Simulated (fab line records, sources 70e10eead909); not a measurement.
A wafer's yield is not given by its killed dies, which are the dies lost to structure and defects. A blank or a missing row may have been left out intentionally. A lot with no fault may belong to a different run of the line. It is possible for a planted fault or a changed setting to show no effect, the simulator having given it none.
fab line records | flow nandHarc | part 1 of 2: steps 1 to 4 of 6
record: lots: 20 | wafers: 60 | lastDay: 24
route steps=1159 shown A_STAIRCASE@566
lots with no fault: from the same line, run without faults
startH: hours from the record's opening day to when the first of the lot's shown wafers began | waitH: time in hours since the lot's previous step | " identical to the entry in the row above | L1.1+2: one row covering several wafers at once | - value missing, or start not given | * or withheld: withheld | < > ~ a bound
route shown NAME@n: a module of which the file shows steps, and the number in the route of the first | usual: average and standard deviation across the fault-free wafers | same: alike in all rows | chamber/n: place in a boat | sites: per-site readings | _std_site: how widely they spread, as a standard deviation | _edge_site: inner sites' mean taken away from outer sites' mean | radiusMm: for every site, how far away it sits from the centre of the wafer | mask NAME#n: copy n | behind: the most recent tool/chamber to have shaped the wafer | hold: why the lot was held/for how many hours/how that ended | device: the n, p or np transistor that did not switch | end of line: the route-end tests of the same wafers | a step without rows: its recipe alone | killed: the dies lost at the first sort to structure and to defects; this is not the yield of the wafer | map: the dies of a wafer, with x for killed, . for not killed, _ for no die there
set.NAME: setting as actually run; set.NAME@STEP: the setting as run at that earlier step | model.NAME: the simulator's own value behind a step, which no gauge read
the route's steps for a sample of lots (tables are steps, rows are wafers)
services: the hour from which a tool's chamber was out of use, counted from the record's first day as startH (under 0 if before that day), plus the number of hours and why
== steps ==
step: NHARC_A_STAIRCASE_STRIP_175
recipe: powerW: 1500 | tempC: 250 | chemistry: O2
usual: drypumpMotorCurrentA: 5.8/0.42 | heaterPowerW: 348/27
lot.wafer | tool           | chamber | startH | waitH | drypumpMotorCurrentA | heaterPowerW | rfHoursCounterH
L074.2    | plasmaAsher-02 | 0       | 235.38 | 0.1   | 6.2                  | 309          | 15
L074.4    | "              | 1       | "      | "     | 5.8                  | 349          | -
L074.6    | "              | 0       | "      | "     | 6.2                  | 328          | -
L075.4    | plasmaAsher-01 | 0       | 247.85 | 0.2   | 4.9                  | 349          | -
L075.5    | "              | 1       | "      | "     | 5.8                  | 384          | -
L075.6    | "              | 0       | "      | "     | 4.9                  | 351          | -
L076.1    | plasmaAsher-02 | 1       | 248.26 | 0.1   | 5.9                  | 358          | 19
L076.4    | "              | 0       | "      | "     | 6.2                  | 321          | -
L076.6    | "              | 0       | "      | "     | 6.2                  | 324          | -
L078.3    | plasmaAsher-02 | 1       | 256.21 | 0.2   | 5.9                  | 356          | -
L078.5    | "              | 0       | "      | "     | 6.2                  | 325          | -
L078.6    | "              | 1       | "      | "     | 5.9                  | 351          | -
L077.3    | plasmaAsher-02 | 1       | 256.61 | 0.2   | 5.9                  | 365          | -
L077.6    | "              | 0       | "      | "     | 6.2                  | 311          | -
L077.5    | "              | 1       | "      | "     | 5.9                  | 343          | -
L080.2    | plasmaAsher-02 | 1       | 285.20 | 0.1   | 5.9                  | 353          | 34
L080.1    | "              | 0       | "      | "     | 6.2                  | 321          | 34
L080.3    | "              | 0       | "      | "     | 6.2                  | 319          | -
L081.1    | plasmaAsher-02 | 1       | 285.57 | 0.1   | 5.9                  | 365          | 34
L081.4    | "              | 1       | "      | "     | 5.9                  | 358          | -
L081.5    | "              | 0       | "      | "     | 6.2                  | 317          | -
L083.2    | plasmaAsher-02 | 0       | 288.95 | 0.2   | 6.2                  | 320          | 36
L083.3    | "              | 0       | "      | "     | 6.2                  | 309          | -
L083.5    | "              | 0       | "      | "     | 6.2                  | 321          | -
L085.2    | plasmaAsher-02 | 0       | 298.81 | 0.3   | 6.2                  | 322          | 40
L085.1    | "              | 1       | "      | "     | 5.9                  | 364          | 40
L085.3    | "              | 0       | "      | "     | 6.2                  | 317          | -
L087.1    | plasmaAsher-01 | 1       | 315.73 | 0.1   | 5.7                  | 403          | 10
L087.4    | "              | 1       | "      | "     | 5.7                  | 394          | -
L087.6    | "              | 1       | "      | "     | 5.7                  | 393          | -
L086.2    | plasmaAsher-02 | 0       | 317.79 | 0.1   | 6.2                  | 318          | 46
L086.1    | "              | 1       | "      | "     | 5.8                  | 359          | 46
L086.6    | "              | 1       | "      | "     | 5.8                  | 344          | -
L088.1    | plasmaAsher-02 | 1       | 320.85 | 0.1   | 5.8                  | 362          | 47
L088.3    | "              | 1       | "      | "     | 5.9                  | 354          | -
L088.5    | "              | 1       | "      | "     | 5.9                  | 356          | -
L090.2    | plasmaAsher-02 | 1       | 325.95 | 0.2   | 5.9                  | 352          | 49
L090.3    | "              | 0       | "      | "     | 6.2                  | 319          | -
L090.6    | "              | 0       | "      | "     | 6.2                  | 324          | -
L091.2    | plasmaAsher-01 | 0       | 338.37 | 0.1   | 5.0                  | 342          | 17
L091.3    | "              | 1       | "      | "     | 5.7                  | 390          | -
L091.5    | "              | 0       | "      | "     | 4.9                  | 339          | -
L089.1    | plasmaAsher-02 | 1       | 339.07 | 0.1   | 5.8                  | 358          | 53
L089.4    | "              | 0       | "      | "     | 6.2                  | 320          | -
L089.5    | "              | 1       | "      | "     | 5.8                  | 352          | -
L092.3    | plasmaAsher-02 | 1       | 345.30 | 0.2   | 5.9                  | 357          | -
L092.5    | "              | 0       | "      | "     | 6.2                  | 317          | -
L092.6    | "              | 1       | "      | "     | 5.9                  | 364          | -
L094.2    | plasmaAsher-01 | 1       | 350.55 | 0.1   | 5.7                  | 395          | 20
L094.3    | "              | 0       | "      | "     | 4.9                  | 354          | -
L094.5    | "              | 1       | "      | "     | 5.8                  | 399          | -
L093.2    | plasmaAsher-02 | 0       | 354.07 | 0.1   | 6.2                  | 319          | 57
L093.4    | "              | 0       | "      | "     | 6.2                  | 323          | -
L093.5    | "              | 0       | "      | "     | 6.2                  | 315          | -
L095.1    | plasmaAsher-02 | 0       | 371.78 | 0.1   | 6.2                  | 326          | 0
L095.3    | "              | 0       | "      | "     | 6.2                  | 322          | -
L095.5    | "              | 1       | "      | "     | 5.9                  | 342          | -
L097.1    | plasmaAsher-01 | 1       | 373.67 | 0.1   | 5.8                  | 417          | 32
L097.6    | "              | 0       | "      | "     | 4.9                  | 336          | -
L097.5    | "              | 1       | "      | "     | 5.8                  | 409          | -
step: NHARC_A_STAIRCASE_TRIM_187
recipe: timeS: 211.2 | o2FlowSccm: 500 | arFlowSccm: 0 | biasW: 0 | chemistry: O2
usual: drypumpMotorCurrentA: 5.8/0.47 | oesProductAu: 1.000/0.012 | rfVppV: 57.8/0.95 | showerheadPlenumPTorr: 3.47/0.15 | throttleValvePct: 17.037/0.008
lot.wafer | tool       | chamber | startH | waitH | drypumpMotorCurrentA | oesProductAu | rfHoursCounterH | rfVppV | showerheadPlenumPTorr | throttleValvePct
L074.4    | rieDiel-13 | 3       | 236.84 | 0.1   | 6.2                  | 0.997        | 43              | 59.0   | 3.78                  | 17.044
L074.2    | "          | 0       | "      | "     | 6.1                  | 1.016        | 45              | 58.6   | 3.36                  | 17.046
L074.6    | "          | 2       | "      | "     | 5.0                  | 1.006        | -               | 57.8   | 3.47                  | 17.033
L075.4    | rieDiel-05 | 3       | 249.36 | 0.1   | 5.8                  | 0.987        | 21              | 59.0   | 3.42                  | 17.045
L075.5    | "          | 0       | "      | "     | 5.4                  | 0.976        | -               | 58.2   | 3.40                  | 17.036
L075.6    | "          | 1       | "      | "     | 6.5                  | 1.004        | -               | 58.1   | 3.71                  | 17.052
L076.1    | rieDiel-05 | 3       | 249.92 | 0.1   | 5.8                  | 0.996        | 22              | 57.8   | 3.42                  | 17.038
L076.4    | "          | 1       | "      | "     | 6.5                  | 0.996        | 30              | 57.7   | 3.71                  | 17.052
L076.6    | "          | 3       | "      | "     | 5.8                  | 1.001        | -               | 58.5   | 3.42                  | 17.041
L078.3    | rieDiel-05 | 3       | 257.70 | 0.1   | 5.8                  | 0.996        | 25              | 57.8   | 3.42                  | 17.046
L078.6    | "          | 1       | "      | "     | 6.6                  | 0.999        | -               | 59.8   | 3.71                  | 17.053
L078.5    | "          | 2       | "      | "     | 6.1                  | 1.006        | -               | 57.8   | 3.45                  | 17.034
L077.3    | rieDiel-13 | 1       | 258.09 | 0.1   | 6.0                  | 1.000        | 50              | 57.6   | 3.45                  | 17.035
L077.6    | "          | 1       | "      | "     | 6.0                  | 1.001        | -               | 57.1   | 3.45                  | 17.033
L077.5    | "          | 2       | "      | "     | 5.0                  | 1.005        | -               | 58.3   | 3.47                  | 17.051
L080.3    | rieDiel-08 | 1       | 286.83 | 0.1   | 6.0                  | 1.022        | 59              | 57.5   | 3.33                  | 17.045
L080.2    | "          | 2       | "      | "     | 5.0                  | 0.982        | 57              | 56.2   | 3.36                  | 17.046
L080.1    | "          | 0       | "      | "     | 5.4                  | 1.009        | 56              | 58.1   | 3.38                  | 17.038
L081.1    | rieDiel-13 | 1       | 287.21 | 0.1   | 6.0                  | 0.979        | 1               | 58.5   | 3.45                  | 17.039
L081.4    | "          | 2       | "      | "     | 5.0                  | 0.975        | 1               | 56.9   | 3.47                  | 17.041
L081.5    | "          | 3       | "      | "     | 6.2                  | 0.987        | -               | 57.5   | 3.77                  | 17.026
L083.2    | rieDiel-13 | 3       | 290.57 | 0.1   | 6.2                  | 0.995        | 2               | 59.1   | 3.77                  | 17.043
L083.3    | "          | 0       | "      | "     | 6.2                  | 1.021        | 2               | 58.6   | 3.35                  | 17.042
L083.5    | "          | 2       | "      | "     | 5.0                  | 0.984        | -               | 57.5   | 3.47                  | 17.029
L085.1    | rieDiel-08 | 2       | 300.42 | 0.1   | 5.0                  | 0.995        | 64              | 57.9   | 3.36                  | 17.045
L085.3    | "          | 3       | "      | "     | 5.3                  | 1.008        | 61              | 57.4   | 3.29                  | 17.044
L085.2    | "          | 1       | "      | "     | 6.0                  | 1.027        | 65              | 58.6   | 3.32                  | 17.038
L087.1    | rieDiel-05 | 2       | 317.28 | 0.1   | 6.1                  | 0.995        | 54              | 56.8   | 3.44                  | 17.040
L087.4    | "          | 3       | "      | "     | 5.8                  | 0.993        | 48              | 57.8   | 3.41                  | 17.035
L087.6    | "          | 0       | "      | "     | 5.4                  | 0.992        | -               | 58.9   | 3.38                  | 17.048
L086.2    | rieDiel-05 | 3       | 319.41 | 0.1   | 5.8                  | 1.014        | 49              | 57.1   | 3.41                  | 17.043
L086.1    | "          | 1       | "      | "     | 6.5                  | 1.000        | 57              | 59.5   | 3.70                  | 17.028
L086.6    | "          | 2       | "      | "     | 6.2                  | 1.017        | -               | 56.3   | 3.44                  | 17.036
L088.1    | rieDiel-05 | 3       | 322.32 | 0.1   | 5.8                  | 1.010        | 50              | 58.0   | 3.41                  | 17.037
L088.3    | "          | 2       | "      | "     | 6.1                  | 1.006        | 56              | 58.6   | 3.44                  | 17.033
L088.5    | "          | 0       | "      | "     | 5.4                  | 0.997        | -               | 56.0   | 3.38                  | 17.025
L090.3    | rieDiel-05 | 3       | 327.58 | 0.1   | 5.8                  | 1.001        | 52              | 56.4   | 3.41                  | 17.032
L090.2    | "          | 0       | "      | "     | 5.4                  | 0.995        | 61              | 57.3   | 3.38                  | 17.038
L090.6    | "          | 3       | "      | "     | 5.8                  | 1.009        | -               | 57.9   | 3.41                  | 17.045
L091.3    | rieDiel-13 | 0       | 340.00 | 0.1   | 6.2                  | 1.016        | 20              | 57.3   | 3.34                  | 17.042
L091.2    | "          | 1       | "      | "     | 6.0                  | 0.977        | 21              | 57.9   | 3.43                  | 17.033
L091.5    | "          | 3       | "      | "     | 6.1                  | 0.996        | -               | 60.9   | 3.76                  | 17.026
L089.1    | rieDiel-05 | 0       | 340.56 | 0.1   | 5.4                  | 0.991        | 64              | 57.5   | 3.38                  | 17.025
L089.4    | "          | 2       | "      | "     | 6.1                  | 1.021        | 61              | 58.5   | 3.44                  | 17.040
L089.5    | "          | 3       | "      | "     | 5.8                  | 1.003        | -               | 58.7   | 3.41                  | 17.042
L092.3    | rieDiel-13 | 2       | 346.71 | 0.1   | 5.0                  | 0.977        | 25              | 58.2   | 3.45                  | 17.034
L092.6    | "          | 0       | "      | "     | 6.2                  | 1.010        | -               | 58.5   | 3.34                  | 17.044
L092.5    | "          | 1       | "      | "     | 6.0                  | 0.985        | -               | 58.8   | 3.43                  | 17.038
L094.2    | rieDiel-13 | 1       | 352.18 | 0.1   | 6.0                  | 0.993        | 27              | 59.2   | 3.43                  | 17.043
L094.3    | "          | 2       | "      | "     | 5.0                  | 0.989        | 28              | 56.7   | 3.45                  | 17.044
L094.5    | "          | 0       | "      | "     | 6.1                  | 1.010        | -               | 57.4   | 3.34                  | 17.021
L093.2    | rieDiel-08 | 1       | 357.06 | 1.5   | 6.0                  | 1.024        | 16              | 57.5   | 3.31                  | 17.041
L093.4    | "          | 2       | "      | "     | 5.0                  | 0.990        | 17              | 57.7   | 3.35                  | 17.044
L093.5    | "          | 3       | "      | "     | 5.3                  | 1.025        | -               | 56.6   | 3.28                  | 17.036
L095.3    | rieDiel-08 | 3       | 373.34 | 0.1   | 5.4                  | 1.026        | 23              | 57.7   | 3.28                  | 17.033
L095.1    | "          | 0       | "      | "     | 5.4                  | 1.002        | 20              | 58.0   | 3.37                  | 17.026
L095.5    | "          | 2       | "      | "     | 5.0                  | 0.993        | -               | 56.9   | 3.35                  | 17.034
L097.1    | rieDiel-05 | 0       | 375.23 | 0.1   | 5.4                  | 1.000        | 10              | 58.3   | 3.37                  | 17.041
L097.5    | "          | 0       | "      | "     | 5.4                  | 0.995        | -               | 55.3   | 3.37                  | 17.049
L097.6    | "          | 1       | "      | "     | 6.5                  | 1.019        | -               | 59.0   | 3.69                  | 17.026
step: NHARC_A_STAIRCASE_DESCUM_219
recipe: timeS: 3 | o2FlowSccm: 200 | arFlowSccm: 0 | biasPowerW: 0 | chemistry: O2
usual: drypumpMotorCurrentA: 5.8/0.48 | oesProductAu: 0.998/0.013 | rfVppV: 57.7/1.1 | showerheadPlenumPTorr: 1.88/0.088 | throttleValvePct: 11.312/0.0095
lot.wafer | tool       | chamber | startH | waitH | drypumpMotorCurrentA | oesProductAu | rfHoursCounterH | rfVppV | showerheadPlenumPTorr | throttleValvePct
L074.4    | rieDiel-13 | 2       | 240.44 | -     | 5.0                  | 0.995        | 42              | 57.9   | 1.88                  | 11.281
L074.2    | "          | 3       | "      | "     | 6.1                  | 0.997        | 44              | 57.4   | 2.06                  | 11.304
L074.6    | "          | 2       | "      | "     | 5.0                  | 1.004        | -               | 58.0   | 1.88                  | 11.321
L075.4    | rieDiel-05 | 0       | 253.12 | -     | 5.4                  | 0.980        | 28              | 56.8   | 1.84                  | 11.311
L075.5    | "          | 1       | "      | "     | 6.5                  | 1.005        | -               | 59.0   | 2.02                  | 11.317
L075.6    | "          | 2       | "      | "     | 6.1                  | 1.006        | -               | 57.3   | 1.87                  | 11.309
L076.4    | rieDiel-05 | 1       | 253.56 | -     | 6.5                  | 1.011        | 31              | 59.8   | 2.02                  | 11.319
L076.1    | "          | 2       | "      | "     | 6.1                  | 1.010        | 33              | 57.6   | 1.87                  | 11.304
L076.6    | "          | 0       | "      | "     | 5.4                  | 0.984        | -               | 57.8   | 1.84                  | 11.312
L078.3    | rieDiel-05 | 0       | 261.47 | -     | 5.3                  | 0.980        | 31              | 57.5   | 1.84                  | 11.319
L078.5    | "          | 2       | "      | "     | 6.1                  | 1.008        | -               | 58.6   | 1.87                  | 11.294
L078.6    | "          | 3       | "      | "     | 5.8                  | 1.002        | -               | 58.4   | 1.85                  | 11.315
L077.3    | rieDiel-08 | 1       | 262.19 | -     | 6.0                  | 1.010        | 47              | 56.9   | 1.80                  | 11.324
L077.6    | "          | 3       | "      | "     | 5.3                  | 1.018        | -               | 55.8   | 1.78                  | 11.313
L077.5    | "          | 0       | "      | "     | 5.4                  | 1.011        | -               | 57.2   | 1.83                  | 11.304
L080.2    | rieDiel-13 | 3       | 290.94 | -     | 6.1                  | 1.021        | 3               | 59.3   | 2.06                  | 11.310
L080.3    | "          | 1       | "      | "     | 6.0                  | 0.988        | 2               | 57.8   | 1.86                  | 11.332
L080.1    | "          | 2       | "      | "     | 5.0                  | 0.986        | 3               | 56.9   | 1.88                  | 11.316
L081.1    | rieDiel-05 | 3       | 291.15 | -     | 5.7                  | 0.995        | 39              | 58.5   | 1.85                  | 11.310
L081.4    | "          | 1       | "      | "     | 6.5                  | 1.010        | 46              | 59.2   | 2.02                  | 11.304
L081.5    | "          | 3       | "      | "     | 5.7                  | 0.998        | -               | 57.1   | 1.85                  | 11.314
L083.3    | rieDiel-13 | 1       | 294.42 | -     | 6.0                  | 0.972        | 5               | 56.5   | 1.86                  | 11.293
L083.2    | "          | 0       | "      | "     | 6.1                  | 1.009        | 4               | 56.6   | 1.81                  | 11.325
L083.5    | "          | 2       | "      | "     | 5.0                  | 0.981        | -               | 56.9   | 1.88                  | 11.315
L085.1    | rieDiel-13 | 3       | 305.28 | -     | 6.2                  | 0.986        | 10              | 57.7   | 2.05                  | 11.310
L085.2    | "          | 0       | "      | "     | 6.2                  | 1.016        | 8               | 57.5   | 1.81                  | 11.316
L085.3    | "          | 1       | "      | "     | 6.0                  | 0.972        | 9               | 57.9   | 1.86                  | 11.323
L087.1    | rieDiel-08 | 3       | 321.66 | -     | 5.3                  | 1.010        | 5               | 56.8   | 1.78                  | 11.323
L087.4    | "          | 1       | "      | "     | 6.0                  | 1.013        | 5               | 56.9   | 1.79                  | 11.316
L087.6    | "          | 2       | "      | "     | 5.0                  | 0.991        | -               | 56.6   | 1.81                  | 11.301
L086.1    | rieDiel-08 | 3       | 323.88 | -     | 5.3                  | 1.019        | 6               | 56.0   | 1.78                  | 11.323
L086.2    | "          | 1       | "      | "     | 6.0                  | 1.009        | 6               | 56.9   | 1.79                  | 11.309
L086.6    | "          | 3       | "      | "     | 5.3                  | 1.012        | -               | 55.2   | 1.78                  | 11.298
L088.3    | rieDiel-08 | 0       | 327.75 | -     | 5.4                  | 0.995        | 8               | 57.6   | 1.82                  | 11.301
L088.1    | "          | 1       | "      | "     | 6.0                  | 0.996        | 7               | 55.8   | 1.79                  | 11.308
L088.5    | "          | 1       | "      | "     | 6.0                  | 1.010        | -               | 55.8   | 1.79                  | 11.319
L090.2    | rieDiel-05 | 3       | 331.21 | -     | 5.8                  | 1.002        | 53              | 58.4   | 1.84                  | 11.309
L090.3    | "          | 0       | "      | "     | 5.4                  | 0.997        | 62              | 55.8   | 1.83                  | 11.315
L090.6    | "          | 2       | "      | "     | 6.1                  | 1.008        | -               | 60.2   | 1.86                  | 11.316
L091.2    | rieDiel-08 | 0       | 344.13 | -     | 5.4                  | 1.004        | 9               | 57.9   | 1.82                  | 11.320
L091.3    | "          | 3       | "      | "     | 5.3                  | 1.026        | 13              | 57.0   | 1.77                  | 11.295
L091.5    | "          | 1       | "      | "     | 6.0                  | 1.019        | -               | 57.5   | 1.79                  | 11.317
L089.1    | rieDiel-13 | 1       | 344.39 | -     | 6.0                  | 0.984        | 23              | 58.2   | 1.86                  | 11.321
L089.4    | "          | 0       | "      | "     | 6.2                  | 1.008        | 21              | 57.4   | 1.81                  | 11.310
L089.5    | "          | 1       | "      | "     | 6.0                  | 0.971        | -               | 57.8   | 1.86                  | 11.307
L092.3    | rieDiel-13 | 3       | 350.80 | -     | 6.2                  | 0.991        | 26              | 57.4   | 2.05                  | 11.300
L092.5    | "          | 2       | "      | "     | 5.0                  | 0.982        | -               | 58.1   | 1.87                  | 11.314
L092.6    | "          | 3       | "      | "     | 6.2                  | 0.986        | -               | 55.8   | 2.05                  | 11.316
L094.3    | rieDiel-13 | 2       | 356.36 | -     | 5.0                  | 0.981        | 30              | 58.4   | 1.87                  | 11.328
L094.2    | "          | 1       | "      | "     | 6.0                  | 0.991        | 29              | 60.2   | 1.86                  | 11.314
L094.5    | "          | 1       | "      | "     | 6.0                  | 0.994        | -               | 56.7   | 1.86                  | 11.335
L093.4    | rieDiel-08 | 0       | 360.83 | -     | 5.4                  | 0.998        | 15              | 56.9   | 1.82                  | 11.315
L093.2    | "          | 2       | "      | "     | 5.0                  | 0.981        | 18              | 57.5   | 1.81                  | 11.308
L093.5    | "          | 1       | "      | "     | 6.0                  | 1.022        | -               | 57.1   | 1.79                  | 11.305
L095.3    | rieDiel-13 | 3       | 377.00 | -     | 6.1                  | 1.000        | 37              | 58.4   | 2.04                  | 11.329
L095.1    | "          | 0       | "      | "     | 6.2                  | 1.014        | 30              | 57.6   | 1.80                  | 11.323
L095.5    | "          | 3       | "      | "     | 6.2                  | 1.001        | -               | 59.2   | 2.04                  | 11.296
L097.1    | rieDiel-13 | 1       | 380.28 | -     | 6.0                  | 0.988        | 39              | 57.2   | 1.85                  | 11.308
L097.5    | "          | 1       | "      | "     | 6.0                  | 0.988        | -               | 58.2   | 1.85                  | 11.307
L097.6    | "          | 2       | "      | "     | 5.0                  | 0.970        | -               | 59.0   | 1.86                  | 11.312
step: NHARC_A_STAIRCASE_TRIM_224
recipe: timeS: 211.2 | o2FlowSccm: 500 | arFlowSccm: 0 | biasW: 0 | chemistry: O2
usual: drypumpMotorCurrentA: 5.7/0.49 | oesProductAu: 0.996/0.014 | rfVppV: 57.8/1 | showerheadPlenumPTorr: 3.45/0.14 | throttleValvePct: 17.036/0.0087
lot.wafer | tool       | chamber | startH | waitH | drypumpMotorCurrentA | oesProductAu | rfHoursCounterH | rfVppV | showerheadPlenumPTorr | throttleValvePct
L074.4    | rieDiel-13 | 1       | -      | -     | 6.0                  | 0.993        | 44              | 57.4   | 3.45                  | 17.041
L074.2    | "          | 2       | "      | "     | 5.0                  | 0.994        | 42              | 58.1   | 3.47                  | 17.037
L074.6    | "          | 3       | "      | "     | 6.1                  | 0.989        | -               | 60.0   | 3.78                  | 17.034
L075.4    | rieDiel-05 | 3       | -      | -     | 5.8                  | 0.990        | 23              | 56.0   | 3.42                  | 17.033
L075.6    | "          | 3       | "      | "     | 5.8                  | 1.000        | -               | 57.5   | 3.42                  | 17.029
L075.5    | "          | 0       | "      | "     | 5.4                  | 0.979        | -               | 56.7   | 3.39                  | 17.023
L076.1    | rieDiel-05 | 3       | -      | -     | 5.8                  | 0.987        | 24              | 59.2   | 3.42                  | 17.030
L076.4    | "          | 0       | "      | "     | 5.4                  | 0.987        | 29              | 58.4   | 3.39                  | 17.026
L076.6    | "          | 0       | "      | "     | 5.4                  | 0.989        | -               | 56.9   | 3.39                  | 17.036
L078.3    | rieDiel-05 | 2       | -      | -     | 6.1                  | 0.999        | 36              | 56.7   | 3.45                  | 17.043
L078.5    | "          | 0       | "      | "     | 5.4                  | 0.979        | -               | 56.5   | 3.39                  | 17.030
L078.6    | "          | 1       | "      | "     | 6.5                  | 1.003        | -               | 59.5   | 3.71                  | 17.037
L077.3    | rieDiel-08 | 0       | -      | -     | 5.4                  | 1.016        | 48              | 58.6   | 3.38                  | 17.043
L077.6    | "          | 2       | "      | "     | 5.0                  | 0.979        | -               | 55.9   | 3.37                  | 17.037
L077.5    | "          | 3       | "      | "     | 5.3                  | 1.008        | -               | 56.2   | 3.30                  | 17.037
L080.2    | rieDiel-13 | 1       | -      | -     | 6.0                  | 0.975        | 3               | 56.6   | 3.44                  | 17.012
L080.3    | "          | 2       | "      | "     | 5.0                  | 0.981        | 3               | 58.2   | 3.46                  | 17.037
L080.1    | "          | 3       | "      | "     | 6.2                  | 0.985        | 3               | 59.5   | 3.77                  | 17.037
L081.4    | rieDiel-05 | 1       | -      | -     | 6.5                  | 0.994        | 47              | 56.9   | 3.70                  | 17.039
L081.1    | "          | 3       | "      | "     | 5.8                  | 0.990        | 39              | 56.4   | 3.42                  | 17.036
L081.5    | "          | 1       | "      | "     | 6.5                  | 1.003        | -               | 57.8   | 3.70                  | 17.045
L083.3    | rieDiel-13 | 2       | -      | -     | 5.0                  | 0.983        | 5               | 58.6   | 3.46                  | 17.030
L083.2    | "          | 3       | "      | "     | 6.2                  | 0.997        | 5               | 57.3   | 3.77                  | 17.014
L083.5    | "          | 2       | "      | "     | 5.0                  | 0.984        | -               | 58.3   | 3.46                  | 17.025
L085.1    | rieDiel-13 | 0       | -      | -     | 6.2                  | 1.012        | 9               | 57.2   | 3.35                  | 17.045
L085.3    | "          | 2       | "      | "     | 5.0                  | 0.991        | 11              | 57.7   | 3.46                  | 17.048
L085.2    | "          | 3       | "      | "     | 6.2                  | 1.012        | 11              | 59.1   | 3.77                  | 17.038
L087.4    | rieDiel-08 | 0       | -      | -     | 5.4                  | 1.005        | 5               | 57.8   | 3.37                  | 17.041
L087.1    | "          | 3       | "      | "     | 5.3                  | 1.018        | 5               | 56.9   | 3.29                  | 17.025
L087.6    | "          | 0       | "      | "     | 5.4                  | 1.006        | -               | 56.2   | 3.37                  | 17.050
L086.1    | rieDiel-08 | 2       | -      | -     | 5.0                  | 0.983        | 6               | 57.2   | 3.35                  | 17.023
L086.2    | "          | 3       | "      | "     | 5.4                  | 1.019        | 7               | 57.1   | 3.29                  | 17.026
L086.6    | "          | 2       | "      | "     | 5.0                  | 0.979        | -               | 56.2   | 3.35                  | 17.037
L088.1    | rieDiel-08 | 2       | -      | -     | 5.0                  | 0.988        | 7               | 57.2   | 3.35                  | 17.021
L088.3    | "          | 3       | "      | "     | 5.3                  | 1.011        | 8               | 57.8   | 3.29                  | 17.038
L088.5    | "          | 3       | "      | "     | 5.3                  | 1.004        | -               | 56.2   | 3.29                  | 17.041
L090.3    | rieDiel-05 | 1       | -      | -     | 6.5                  | 1.002        | 61              | 58.4   | 3.69                  | 17.033
L090.2    | "          | 2       | "      | "     | 6.1                  | 1.018        | 59              | 58.1   | 3.44                  | 17.030
L090.6    | "          | 0       | "      | "     | 5.4                  | 1.006        | -               | 58.6   | 3.38                  | 17.039
L089.4    | rieDiel-13 | 2       | -      | -     | 5.0                  | 0.998        | 24              | 58.7   | 3.45                  | 17.035
L089.1    | "          | 3       | "      | "     | 6.1                  | 0.999        | 23              | 59.4   | 3.76                  | 17.049
L089.5    | "          | 2       | "      | "     | 5.0                  | 0.983        | -               | 56.8   | 3.45                  | 17.040
L091.2    | rieDiel-08 | 3       | -      | -     | 5.3                  | 1.012        | 13              | 57.6   | 3.29                  | 17.021
L091.3    | "          | 1       | "      | "     | 6.0                  | 1.018        | 13              | 58.4   | 3.32                  | 17.054
L091.5    | "          | 2       | "      | "     | 5.0                  | 0.998        | -               | 58.1   | 3.35                  | 17.049
L092.3    | rieDiel-13 | 3       | -      | -     | 6.1                  | 0.995        | 26              | 58.6   | 3.76                  | 17.028
L092.6    | "          | 1       | "      | "     | 6.0                  | 0.983        | -               | 57.2   | 3.43                  | 17.035
L092.5    | "          | 2       | "      | "     | 5.0                  | 0.991        | -               | 56.5   | 3.45                  | 17.041
L094.3    | rieDiel-13 | 3       | -      | -     | 6.1                  | 0.989        | 29              | 58.3   | 3.76                  | 17.029
L094.2    | "          | 1       | "      | "     | 6.0                  | 0.979        | 29              | 56.3   | 3.43                  | 17.032
L094.5    | "          | 3       | "      | "     | 6.1                  | 0.983        | -               | 55.9   | 3.76                  | 17.038
L093.2    | rieDiel-08 | 0       | -      | -     | 5.4                  | 0.991        | 15              | 58.1   | 3.37                  | 17.054
L093.4    | "          | 1       | "      | "     | 6.0                  | 1.015        | 18              | 57.1   | 3.31                  | 17.046
L093.5    | "          | 2       | "      | "     | 5.0                  | 0.980        | -               | 57.5   | 3.35                  | 17.039
L095.1    | rieDiel-13 | 3       | -      | -     | 6.1                  | 0.982        | 38              | 56.9   | 3.75                  | 17.041
L095.3    | "          | 0       | "      | "     | 6.2                  | 1.004        | 30              | 57.3   | 3.34                  | 17.045
L095.5    | "          | 1       | "      | "     | 6.0                  | 0.981        | -               | 59.1   | 3.43                  | 17.039
L097.1    | rieDiel-13 | 3       | -      | -     | 6.2                  | 1.001        | 39              | 58.1   | 3.75                  | 17.042
L097.6    | "          | 0       | "      | "     | 6.2                  | 1.013        | -               | 57.6   | 3.34                  | 17.038
L097.5    | "          | 1       | "      | "     | 6.0                  | 0.997        | -               | 56.2   | 3.42                  | 17.039
